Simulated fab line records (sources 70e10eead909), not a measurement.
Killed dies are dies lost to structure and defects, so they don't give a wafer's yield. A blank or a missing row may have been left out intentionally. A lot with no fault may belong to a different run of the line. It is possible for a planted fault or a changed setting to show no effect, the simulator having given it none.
fab line records -- flow nand_harc
record lots=13, wafers=39, last_day=25
route steps=1159 shown P_CONTACT@241 P_M0@265
lots that met no fault: taken from a fault-free run of the same line
start_h: hours from the record's opening day to when the first of the lot's shown wafers began -- wait_h: hours since the lot's step before -- " unchanged from the row above -- L1.1+2: one row covering several wafers at once -- - either no value or no given start -- * or withheld: withheld -- < > ~ a bound
route shown NAME@n: NAME is a module with steps in the file, n the number in the route of the first one -- usual: the fault-free wafers' mean and standard deviation -- same: alike in all rows -- chamber/n: place in a boat -- sites: the reading at each site -- _std_site: standard deviation across them -- _edge_site: inner sites' mean taken away from outer sites' mean -- radius_mm: for every site, how far away it sits from the centre of the wafer -- mask NAME#n: copy n -- behind: the most recent tool/chamber to have shaped the wafer -- hold: reason for holding the lot/hours on hold/outcome of the hold -- device: the transistor (n, p or np) that didn't switch -- end of line: tests of these same wafers at the route's end -- a step without rows: its recipe alone -- killed: not the wafer's yield, but the dies lost to structure and defects at the first sort -- map: the dies of a wafer, with x for killed, . for not killed, _ for no die there
set.NAME: setting as actually run; set.NAME@STEP: the setting as run at that earlier step -- model.NAME: the simulator's own value behind a step, which no gauge read
a sample of lots followed through the steps of the route, with each step as a table and each wafer as a row
services: when a tool's chamber went out of use (start_h, in hours from the record's first day, below 0 if earlier), for how many hours, and the reason
## steps
# step NHARC_P_CONTACT_CD_MEAS_19
# usual cd_nm=90.0/1.9
lot.wafer,tool,chamber,start_h,wait_h,cd_nm
L817.1,cd_sem-01,-,126.66,-,87.0
L817.4,cd_sem-01,-,126.66,-,89.4
L817.5,cd_sem-01,-,126.66,-,86.1
L818.1,cd_sem-01,-,127.41,-,87.8
L818.5,cd_sem-01,-,127.41,-,88.7
L818.6,cd_sem-01,-,127.41,-,86.7
L819.1,cd_sem-02,-,134.50,-,91.2
L819.4,cd_sem-02,-,134.50,-,95.5
L819.6,cd_sem-02,-,134.50,-,92.1
L821.2,cd_sem-03,-,148.93,-,90.3
L821.4,cd_sem-03,-,148.93,-,92.5
L821.6,cd_sem-03,-,148.93,-,91.4
L822.1,cd_sem-02,-,150.81,-,90.4
L822.3,cd_sem-02,-,150.81,-,90.4
L822.4,cd_sem-02,-,150.81,-,90.9
L823.1,cd_sem-01,-,159.01,-,92.3
L823.2,cd_sem-01,-,159.01,-,91.2
L823.4,cd_sem-01,-,159.01,-,89.1
L824.1,cd_sem-03,-,165.18,-,88.8
L824.3,cd_sem-03,-,165.18,-,89.4
L824.6,cd_sem-03,-,165.18,-,88.6
L825.3,cd_sem-03,-,173.29,-,86.0
L825.5,cd_sem-03,-,173.29,-,87.0
L825.6,cd_sem-03,-,173.29,-,90.2
L826.3,cd_sem-03,-,186.92,-,89.8
L826.4,cd_sem-03,-,186.92,-,90.4
L826.5,cd_sem-03,-,186.92,-,92.2
L827.1,cd_sem-03,-,189.78,-,90.8
L827.4,cd_sem-03,-,189.78,-,89.1
L827.6,cd_sem-03,-,189.78,-,87.5
L830.1,cd_sem-01,-,201.56,-,92.4
L830.2,cd_sem-01,-,201.56,-,88.4
L830.5,cd_sem-01,-,201.56,-,90.4
L832.1,cd_sem-03,-,217.44,-,87.3
L832.3,cd_sem-03,-,217.44,-,89.3
L832.4,cd_sem-03,-,217.44,-,89.2
L838.1,cd_sem-01,-,253.01,-,90.5
L838.3,cd_sem-01,-,253.01,-,88.7
L838.6,cd_sem-01,-,253.01,-,90.4
# step NHARC_P_M0_INSPECT_11
# usual raw_defect_count=4.0/2.4
lot.wafer,tool,chamber,start_h,wait_h,raw_defect_count
L817.1,defect_inspect-01,-,129.82,0.1,1
L817.4,defect_inspect-01,-,129.82,0.1,1
L817.5,defect_inspect-01,-,129.82,0.1,2
L818.1,defect_inspect-01,-,130.80,0.0,7
L818.5,defect_inspect-01,-,130.80,0.0,5
L818.6,defect_inspect-01,-,130.80,0.0,6
L819.1,defect_inspect-01,-,140.37,0.0,6
L819.4,defect_inspect-01,-,140.37,0.0,4
L819.6,defect_inspect-01,-,140.37,0.0,6
L821.2,defect_inspect-02,-,152.35,0.0,3
L821.4,defect_inspect-02,-,152.35,0.0,7
L821.6,defect_inspect-02,-,152.35,0.0,1
L822.1,defect_inspect-01,-,155.49,0.0,1
L822.3,defect_inspect-01,-,155.49,0.0,5
L822.4,defect_inspect-01,-,155.49,0.0,2
L823.1,defect_inspect-01,-,164.40,0.1,1
L823.2,defect_inspect-01,-,164.40,0.1,4
L823.4,defect_inspect-01,-,164.40,0.1,11
L824.1,defect_inspect-02,-,168.58,0.0,4
L824.3,defect_inspect-02,-,168.58,0.0,5
L824.6,defect_inspect-02,-,168.58,0.0,6
L825.3,defect_inspect-02,-,186.12,0.0,2
L825.5,defect_inspect-02,-,186.12,0.0,1
L825.6,defect_inspect-02,-,186.12,0.0,4
L826.3,defect_inspect-02,-,190.66,0.0,1
L826.4,defect_inspect-02,-,190.66,0.0,7
L826.5,defect_inspect-02,-,190.66,0.0,4
L827.1,defect_inspect-02,-,196.13,0.0,6
L827.4,defect_inspect-02,-,196.13,0.0,9
L827.6,defect_inspect-02,-,196.13,0.0,4
L830.1,defect_inspect-01,-,204.83,0.0,4
L830.2,defect_inspect-01,-,204.83,0.0,3
L830.5,defect_inspect-01,-,204.83,0.0,6
L832.1,defect_inspect-01,-,220.86,0.0,1
L832.3,defect_inspect-01,-,220.86,0.0,4
L832.4,defect_inspect-01,-,220.86,0.0,2
L838.1,defect_inspect-02,-,259.39,0.0,6
L838.3,defect_inspect-02,-,259.39,0.0,9
L838.6,defect_inspect-02,-,259.39,0.0,8
# step NHARC_P_M0_DEGAS_28
# recipe temp_c=250, time_s=60
# usual heater_power_w=343/30
lot.wafer,tool,chamber,start_h,wait_h,heater_power_w
L817.4,pvd_sputter-01,-,130.81,-,353
L817.1,pvd_sputter-01,-,130.81,-,414
L817.5,pvd_sputter-01,-,130.81,-,329
L818.1,pvd_sputter-03,-,131.84,-,317
L818.5,pvd_sputter-03,-,131.84,-,350
L818.6,pvd_sputter-03,-,131.84,-,251
L819.4,pvd_sputter-02,-,141.37,-,361
L819.1,pvd_sputter-02,-,141.37,-,345
L819.6,pvd_sputter-02,-,141.37,-,355
L821.2,pvd_sputter-02,-,153.37,-,312
L821.4,pvd_sputter-02,-,153.37,-,338
L821.6,pvd_sputter-02,-,153.37,-,301
L822.3,pvd_sputter-01,-,156.48,-,333
L822.4,pvd_sputter-01,-,156.48,-,369
L822.1,pvd_sputter-01,-,156.48,-,372
L823.4,pvd_sputter-03,-,165.38,-,360
L823.1,pvd_sputter-03,-,165.38,-,336
L823.2,pvd_sputter-03,-,165.38,-,271
L824.3,pvd_sputter-02,-,169.59,-,357
L824.1,pvd_sputter-02,-,169.59,-,308
L824.6,pvd_sputter-02,-,169.59,-,308
L825.3,pvd_sputter-01,-,187.14,-,334
L825.5,pvd_sputter-01,-,187.14,-,386
L825.6,pvd_sputter-01,-,187.14,-,319
L826.4,pvd_sputter-02,-,191.64,-,313
L826.3,pvd_sputter-02,-,191.64,-,304
L826.5,pvd_sputter-02,-,191.64,-,315
L827.4,pvd_sputter-01,-,197.11,-,357
L827.1,pvd_sputter-01,-,197.11,-,363
L827.6,pvd_sputter-01,-,197.11,-,361
L830.2,pvd_sputter-02,-,205.82,-,312
L830.1,pvd_sputter-02,-,205.82,-,331
L830.5,pvd_sputter-02,-,205.82,-,304
L832.4,pvd_sputter-01,-,221.85,-,335
L832.3,pvd_sputter-01,-,221.85,-,362
L832.1,pvd_sputter-01,-,221.85,-,359
L838.1,pvd_sputter-01,-,260.42,-,361
L838.3,pvd_sputter-01,-,260.42,-,388
L838.6,pvd_sputter-01,-,260.42,-,359
# step NHARC_P_M0_PVD_20
# recipe target_thk_a=50, bias_v=168.6, power_w=15000, chamber_pressure_pa=0.12, time_s=8.06, substrate_temp_c=50, material=TaN
# usual throttle_valve_pct=30.3/1
lot.wafer,tool,chamber,start_h,wait_h,throttle_valve_pct
L817.4,pvd_sputter-01,-,130.91,-,30.1
L817.1,pvd_sputter-01,-,130.91,-,29.7
L817.5,pvd_sputter-01,-,130.91,-,29.7
L818.1,pvd_sputter-03,-,131.93,-,30.3
L818.5,pvd_sputter-03,-,131.93,-,30.2
L818.6,pvd_sputter-03,-,131.93,-,29.7
L819.1,pvd_sputter-02,-,141.61,-,31.8
L819.4,pvd_sputter-02,-,141.61,-,29.6
L819.6,pvd_sputter-02,-,141.61,-,31.7
L821.2,pvd_sputter-02,-,153.51,-,29.3
L821.4,pvd_sputter-02,-,153.51,-,32.8
L821.6,pvd_sputter-02,-,153.51,-,29.8
L822.3,pvd_sputter-01,-,156.58,-,30.0
L822.1,pvd_sputter-01,-,156.58,-,30.1
L822.4,pvd_sputter-01,-,156.58,-,29.7
L823.2,pvd_sputter-03,-,165.50,-,27.6
L823.4,pvd_sputter-03,-,165.50,-,29.7
L823.1,pvd_sputter-03,-,165.50,-,29.9
L824.1,pvd_sputter-02,-,169.72,-,31.7
L824.3,pvd_sputter-02,-,169.72,-,29.8
L824.6,pvd_sputter-02,-,169.72,-,31.7
L825.3,pvd_sputter-01,-,187.29,-,30.6
L825.5,pvd_sputter-01,-,187.29,-,30.8
L825.6,pvd_sputter-01,-,187.29,-,29.7
L826.3,pvd_sputter-02,-,191.75,-,32.0
L826.4,pvd_sputter-02,-,191.75,-,29.6
L826.5,pvd_sputter-02,-,191.75,-,29.6
L827.4,pvd_sputter-01,-,197.23,-,29.9
L827.1,pvd_sputter-01,-,197.23,-,31.0
L827.6,pvd_sputter-01,-,197.23,-,29.7
L830.1,pvd_sputter-02,-,205.95,-,31.8
L830.2,pvd_sputter-02,-,205.95,-,29.8
L830.5,pvd_sputter-02,-,205.95,-,32.9
L830.1,pvd_sputter-02,-,206.22,-,31.8
L830.2,pvd_sputter-02,-,206.22,-,29.9
L830.5,pvd_sputter-02,-,206.22,-,33.0
L832.4,pvd_sputter-01,-,221.95,-,30.8
L832.1,pvd_sputter-01,-,221.95,-,29.8
L832.3,pvd_sputter-01,-,221.95,-,30.3
L832.4,pvd_sputter-01,-,222.22,-,30.5
L832.1,pvd_sputter-01,-,222.22,-,29.4
L832.3,pvd_sputter-01,-,222.22,-,30.4
L838.3,pvd_sputter-01,-,260.55,-,30.7
L838.1,pvd_sputter-01,-,260.55,-,31.0
L838.6,pvd_sputter-01,-,260.55,-,30.5
## services
tool,chamber,start_h,hours,kind
pvd_sputter-03,-,140.79,10.0,pm
pvd_sputter-02,-,142.52,9.4,repair
pvd_sputter-01,-,158.00,10.0,pm
pvd_sputter-02,-,214.00,10.0,pm
pvd_sputter-02,-,250.14,2.0,repair
## key
first_sign step=NHARC_P_M0_PVD_20, reading=visit, direction=added
effect none on later readings
met_at NHARC_P_M0_PVD_20
struck_lots L830,L832
not_acting_at NHARC_P_CONTACT_CD_MEAS_19,NHARC_P_M0_INSPECT_11,NHARC_P_M0_DEGAS_28
fault kind=repeated_step_whole, tool=pvd_sputter-01,pvd_sputter-02,pvd_sputter-03, chamber=-, onset_h=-, steps=NHARC_P_M0_PVD_20, times=1, scope=struck_lots_only
